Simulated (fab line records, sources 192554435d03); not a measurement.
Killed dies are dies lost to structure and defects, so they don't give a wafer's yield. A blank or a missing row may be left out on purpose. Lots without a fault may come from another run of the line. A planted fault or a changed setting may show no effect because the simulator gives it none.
Which tool did it? | flow n5_finfet | 11 lots, 33 wafers sampled, at 5 steps of a route of 1938

WHAT THE GAUGES READ, wafer by wafer
The record holds no reading of a measuring or inspecting step that can be judged against a usual standard deviation.

WHICH TOOL RAN EACH LOT (tool, then ch and the chambers of the sampled wafers, then the start)
lot  | N5_BEOL_M4_ALD_98                 | N5_PASSIVATION_AL_DEP_21     | N5_PASSIVATION_ETCH_59            | N5_PASSIVATION_DESCUM_46           | N5_PASSIVATION_PROBE_49
L304 | ald_sin-02 ch 0,1,2, day 8 08:08  | pvd_sputter-02, day 14 07:19 | rie_metal-02 ch 0,1, day 14 08:29 | rie_diel-06 ch 0,2,3, day 14 10:16 | prober-01, day 14 13:19
L305 | ald_sin-04 ch 0,2,3, day 9 00:51  | pvd_sputter-03, day 14 00:08 | rie_metal-02 ch 0,1, day 14 01:10 | rie_diel-05 ch 0,2,3, day 14 02:43 | prober-02, day 14 05:46
L308 | ald_sin-02 ch 1,2,3, day 10 02:56 | pvd_sputter-03, day 15 03:53 | rie_metal-02 ch 0,1, day 15 04:56 | rie_diel-06 ch 1,2, day 15 06:10   | prober-01, day 15 09:13
L309 | ald_sin-04 ch 0,1,3, day 10 14:29 | pvd_sputter-03, day 15 08:02 | rie_metal-01 ch 0,1, day 15 10:00 | rie_diel-05 ch 1,2, day 15 11:15   | prober-02, day 15 14:52
L316 | ald_sin-02 ch 1,2, day 11 01:34   | pvd_sputter-03, day 16 17:20 | rie_metal-02 ch 0,1, day 16 18:27 | rie_diel-05 ch 0,1,3, day 16 19:42 | prober-01, day 16 22:49
L314 | ald_sin-02 ch 0,2,3, day 11 03:47 | pvd_sputter-02, day 16 17:46 | rie_metal-01 ch 0,1, day 16 18:49 | rie_diel-03 ch 0,1,2, day 16 20:07 | prober-02, day 16 23:12
L319 | ald_sin-04 ch 0,2,3, day 12 02:17 | pvd_sputter-02, day 17 02:29 | rie_metal-03 ch 0,1, day 17 04:17 | rie_diel-03 ch 1,2,3, day 17 05:39 | prober-02, day 17 08:41
L323 | ald_sin-03 ch 0,2,3, day 13 02:34 | pvd_sputter-03, day 17 22:03 | rie_metal-02 ch 0,1, day 17 23:19 | rie_diel-06 ch 0,2, day 18 00:49   | prober-01, day 18 03:52
L320 | ald_sin-02 ch 0,3, day 14 10:59   | pvd_sputter-01, day 19 14:32 | rie_metal-03 ch 0,1, day 19 15:43 | rie_diel-05 ch 0,1,3, day 19 17:05 | prober-02, day 19 20:11
L325 | ald_sin-02 ch 0,2, day 14 18:13   | pvd_sputter-03, day 19 13:47 | rie_metal-03 ch 0,1, day 19 14:59 | rie_diel-05 ch 0,2, day 19 16:30   | prober-01, day 19 19:40
L327 | ald_sin-03 ch 0,1,2, day 15 00:55 | pvd_sputter-01, day 20 14:47 | rie_metal-03 ch 0,1, day 20 16:10 | rie_diel-05 ch 1,2,3, day 20 17:32 | -
- N5_BEOL_M4_ALD_98: deposits SiO2, target thk 2.5 nm, pulse time 1 s, co reactant pulse time 1 s.
- N5_PASSIVATION_AL_DEP_21: deposits Al, target thk 2800 nm, time 170 s.
- N5_PASSIVATION_ETCH_59: etches TaN in Cl2/BCl3, target depth 65 nm, time 34.9 s.
- N5_PASSIVATION_DESCUM_46: chemistry O2, time 7.9 s.
- N5_PASSIVATION_PROBE_49

WHAT THE TOOLS THEMSELVES READ (means of the sampled wafers that have a number; where no wafer has one, the mark that the record gives instead)
N5_BEOL_M4_ALD_98. Usual: heater_power_w 78 W, standard deviation 6.1; precursor_pulse_height_rel 1.000, standard deviation 0.021.
lot  | tool       | heater_power_w (W) | precursor_pulse_height_rel | flag
L304 | ald_sin-02 | 80                 | 1.004                      |
L305 | ald_sin-04 | 71                 | 1.017                      |
L308 | ald_sin-02 | 80                 | 0.989                      |
L309 | ald_sin-04 | 74                 | 0.994                      |
L316 | ald_sin-02 | 77                 | 1.023                      |
L314 | ald_sin-02 | 82                 | 1.014                      |
L319 | ald_sin-04 | 74                 | 1.023                      |
L323 | ald_sin-03 | 81                 | 0.968                      |
L320 | ald_sin-02 | 84                 | 0.995                      |
L325 | ald_sin-02 | 78                 | 0.991                      |
L327 | ald_sin-03 | 78                 | 1.015                      |

N5_PASSIVATION_AL_DEP_21. Usual: throttle_valve_pct 29.7 %, standard deviation 1.5.
lot  | tool           | throttle_valve_pct (%) | flag
L304 | pvd_sputter-02 | 30.5                   |
L305 | pvd_sputter-03 | 30.1                   |
L308 | pvd_sputter-03 | 28.3                   |
L309 | pvd_sputter-03 | 29.9                   |
L316 | pvd_sputter-03 | 29.8                   |
L314 | pvd_sputter-02 | 29.2                   |
L319 | pvd_sputter-02 | 30.4                   |
L323 | pvd_sputter-03 | 28.7                   |
L320 | pvd_sputter-01 | 29.9                   |
L325 | pvd_sputter-03 | 27.7                   |
L327 | pvd_sputter-01 | 29.3                   |

N5_PASSIVATION_ETCH_59. Usual: drypump_motor_current_A 5.72 A, standard deviation 0.29; he_backside_leak_sccm 3.29 sccm, standard deviation 0.23; oes_product_au 0.78 a.u., standard deviation 0.096; throttle_valve_pct 21.08 %, standard deviation 0.25.
lot  | tool         | drypump_motor_current_A (A) | he_backside_leak_sccm (sccm) | oes_product_au (a.u.) | throttle_valve_pct (%) | flag
L304 | rie_metal-02 | 5.45                        | 3.20                         | 0.83                  | 21.10                  |
L305 | rie_metal-02 | 5.57                        | 3.22                         | 0.76                  | 20.89                  |
L308 | rie_metal-02 | 5.47                        | 3.24                         | 0.82                  | 21.11                  |
L309 | rie_metal-01 | 6.06                        | 3.40                         | 0.83                  | 20.98                  |
L316 | rie_metal-02 | 5.58                        | 3.29                         | 0.74                  | 20.90                  |
L314 | rie_metal-01 | 5.98                        | 3.37                         | 0.74                  | 21.05                  |
L319 | rie_metal-03 | 5.82                        | 3.34                         | 0.83                  | 21.24                  |
L323 | rie_metal-02 | 5.45                        | 3.25                         | 0.80                  | 21.12                  |
L320 | rie_metal-03 | 5.65                        | 3.39                         | 0.78                  | 21.31                  |
L325 | rie_metal-03 | 5.87                        | 3.32                         | 0.81                  | 21.28                  |
L327 | rie_metal-03 | 5.81                        | 3.44                         | 0.79                  | 21.27                  |

N5_PASSIVATION_DESCUM_46. Usual: drypump_motor_current_A 5.7 A, standard deviation 0.48; oes_product_au 0.82 a.u., standard deviation 0.08; rf_vpp_V 242.7 V, standard deviation 1.4; showerhead_plenum_p_Torr 2.07 Torr, standard deviation 0.074; throttle_valve_pct 20.46 %, standard deviation 0.22.
lot  | tool        | drypump_motor_current_A (A) | oes_product_au (a.u.) | rf_vpp_V (V) | showerhead_plenum_p_Torr (Torr) | throttle_valve_pct (%) | flag
L304 | rie_diel-06 | 5.4                         | 0.84                  | 242.5        | 2.06                            | 20.45                  |
L305 | rie_diel-05 | 6.1                         | 0.74                  | 242.5        | 2.06                            | 20.54                  |
L308 | rie_diel-06 | 5.7                         | 0.73                  | 242.1        | 2.01                            | 20.55                  |
L309 | rie_diel-05 | 6.3                         | 0.77                  | 243.4        | 2.13                            | 20.58                  |
L316 | rie_diel-05 | 6.1                         | 0.89                  | 243.1        | 2.11                            | 20.36                  |
L314 | rie_diel-03 | 5.7                         | 0.78                  | 242.3        | 2.07                            | 20.61                  |
L319 | rie_diel-03 | 5.5                         | 0.84                  | 243.1        | 2.09                            | 20.41                  |
L323 | rie_diel-06 | 5.6                         | 0.76                  | 241.9        | 2.06                            | 20.39                  |
L320 | rie_diel-05 | 6.1                         | 0.84                  | 243.2        | 2.10                            | 20.38                  |
L325 | rie_diel-05 | 6.4                         | 0.89                  | 242.6        | 2.05                            | 20.25                  |
L327 | rie_diel-05 | 6.1                         | 0.87                  | 242.9        | 2.10                            | 20.49                  |

N5_PASSIVATION_PROBE_49. Usual: defect_limited_yield 91.1 %, standard deviation 1.4; killed_at_M0_to_M3 34, standard deviation 10; killed_at_M4_up 14, standard deviation 5.5; killed_at_contacts 12, standard deviation 5.1; killed_at_front_end 41, standard deviation 12; killed_at_other 4, standard deviation 3.1; killed_dies 105, standard deviation 17; killed_on_rim 13, standard deviation 3.7; killed_open 70, standard deviation 13; killed_short 33, standard deviation 7.6; sort_bin_5_function 5.3 %, standard deviation 0.98; sort_bin_6_memory 3.3 %, standard deviation 0.67; sort_bin_8_speed 0.00 %, standard deviation 0.007; sort_n_pass 1075, standard deviation 17; sort_yield_pct 91.1 %, standard deviation 1.4.
lot  | tool      | defect_limited_yield (%) | killed_at_M0_to_M3 | killed_at_M4_up | killed_at_contacts | killed_at_front_end | killed_at_other | killed_dies | killed_on_rim | killed_open | killed_short | sort_bin_5_function (%) | sort_bin_6_memory (%) | sort_bin_8_speed (%) | sort_n_pass | sort_yield_pct (%) | flag
L304 | prober-01 | 89.5                     | 50                 | 10              | 13                 | 50                  | 2               | 124         | 16            | 76          | 46           | 6.1                     | 4.0                   | 0.00                 | 1056        | 89.5               |
L305 | prober-02 | 90.9                     | 45                 | 8               | 14                 | 38                  | 3               | 107         | 12            | 73          | 30           | 4.7                     | 4.1                   | 0.00                 | 1073        | 90.9               |
L308 | prober-01 | 90.3                     | 35                 | 11              | 8                  | 54                  | 7               | 114         | 12            | 76          | 35           | 5.6                     | 3.8                   | 0.00                 | 1066        | 90.3               |
L309 | prober-02 | 91.3                     | 37                 | 17              | 9                  | 33                  | 6               | 103         | 12            | 68          | 34           | 5.0                     | 3.5                   | 0.00                 | 1077        | 91.3               |
L316 | prober-01 | 86.7                     | 38                 | 82              | 12                 | 22                  | 3               | 157         | 21            | 55          | 25           | 8.2                     | 3.0                   | 0.03                 | 1023        | 86.7               | OFF
L314 | prober-02 | 87.0                     | 31                 | 59              | 14                 | 46                  | 4               | 153         | 20            | 75          | 40           | 8.4                     | 3.5                   | 0.00                 | 1027        | 87.0               | OFF
L319 | prober-02 | 91.4                     | 32                 | 12              | 14                 | 42                  | 1               | 101         | 16            | 69          | 30           | 5.0                     | 3.2                   | 0.00                 | 1079        | 91.4               |
L323 | prober-01 | 90.6                     | 31                 | 13              | 16                 | 47                  | 5               | 111         | 16            | 77          | 34           | 5.5                     | 3.6                   | 0.00                 | 1069        | 90.6               |
L320 | prober-02 | 92.1                     | 24                 | 13              | 16                 | 31                  | 9               | 93          | 15            | 64          | 27           | 4.6                     | 3.1                   | 0.00                 | 1087        | 92.1               |
L325 | prober-01 | 91.1                     | 37                 | 12              | 10                 | 43                  | 2               | 105         | 11            | 72          | 31           | 5.2                     | 3.5                   | 0.00                 | 1075        | 91.1               |

THE ANSWER, worked out from the rows above alone
Rule: a lot is off if the mean of its wafers that have a number lies more than 3 standard deviations from the usual mean. A lot without any number at a reading at which 4 lots or more have one is off too. The other lots that the step has rows for count as sound. The gauges are gone through in route order, then the tools' own readings, and for those a lot's mean is taken as printed above. The first step at which some lot is off is used, and at that step the reading that is off furthest; a lot without a number counts as furthest.
Off: L316, L314, at N5_PASSIVATION_PROBE_49 (killed_at_M4_up). Neither off nor sound, because the step has no rows for them: L327.
A tool fits if, at that step or a process step before it, it ran every lot that is off, and no sound lot after the first of them. None of those tried fits.

WHAT THE SIMULATOR HAD PUT IN
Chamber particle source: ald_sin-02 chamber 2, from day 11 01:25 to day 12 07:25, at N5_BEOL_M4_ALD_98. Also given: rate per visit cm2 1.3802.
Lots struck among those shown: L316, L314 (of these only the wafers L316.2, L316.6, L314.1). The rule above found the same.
